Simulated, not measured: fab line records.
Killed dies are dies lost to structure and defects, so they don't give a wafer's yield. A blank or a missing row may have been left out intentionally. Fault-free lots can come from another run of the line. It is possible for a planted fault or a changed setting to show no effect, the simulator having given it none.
Chamber matching ; flow n5-finfet ; N5_BEOL_M2_ILD_DEP_00 on pecvd-02 has 3 sister chambers
The step deposits SiOC from DEMS/O2, target thk 79 nm, time 15.3 s. 16 wafers are shown with their chamber, then 8 later ones without.

## EACH WAFER AND ITS CHAMBER
wafer;chamber;throttle-valve-pct (%);heater-power-w (W);showerhead-plenum-p-Torr (Torr)
L075.3;1;12.5;387;5.701
L075.4;0;13.0;623;5.697
L075.6;1;12.4;401;5.693
L076.2;1;12.5;448;5.681
L076.3;2;11.7;489;5.668
L076.5;1;12.5;443;5.689
L077.4;0;12.5;571;5.720
L077.5;1;12.6;475;5.725
L077.6;2;11.7;501;5.692
L087.3;0;12.7;619;5.704
L087.5;0;12.7;638;5.704
L087.6;1;12.8;448;5.695
L089.3;1;12.6;471;5.692
L089.4;2;11.9;567;5.678
L089.6;1;12.5;479;5.711
L094.2;0;12.8;692;5.703

SIGNATURES (averages over the wafers above)
reading;chamber 0;chamber 1;chamber 2;scatter within a chamber
throttle-valve-pct;12.740;12.550;11.767;0.141
heater-power-w;628.60;444.00;519.00;38.4
showerhead-plenum-p-Torr;5.70560;5.69838;5.67933;0.0122
Rule: a wafer's distance from a chamber is the root of the sum, over the readings, of the square of ((its reading less the chamber's mean) divided by the reading's scatter). If the next closest chamber is less than 2 further off than the closest, the wafer can't be placed; otherwise it belongs to the closest. The scatter: take each reading less its chamber's mean, square it, sum over the shown wafers, divide by the number of wafers less the number of chambers, and take the root.

## WAFERS WITH NO CHAMBER GIVEN
wafer;throttle-valve-pct (%);heater-power-w (W);showerhead-plenum-p-Torr (Torr)
L094.3;12.8;379;5.693
L094.5;12.9;691;5.711
L096.1;12.7;696;5.691
L096.2;11.9;504;5.678
L096.3;12.8;449;5.677
L096.4;12.4;468;5.694
L096.5;12.8;690;5.710
L096.6;11.6;507;5.674

## THE CHAMBER EACH PASSED THROUGH
wafer;from the rows above;in truth
L094.3;1;1
L094.5;0;0
L096.1;0;0
L096.2;2;2
L096.3;1;1
L096.4;1;1
L096.5;0;0
L096.6;2;2
Correctly placed: 8 of 8. Left unplaced by these rows: 0. 0 placed wrongly.
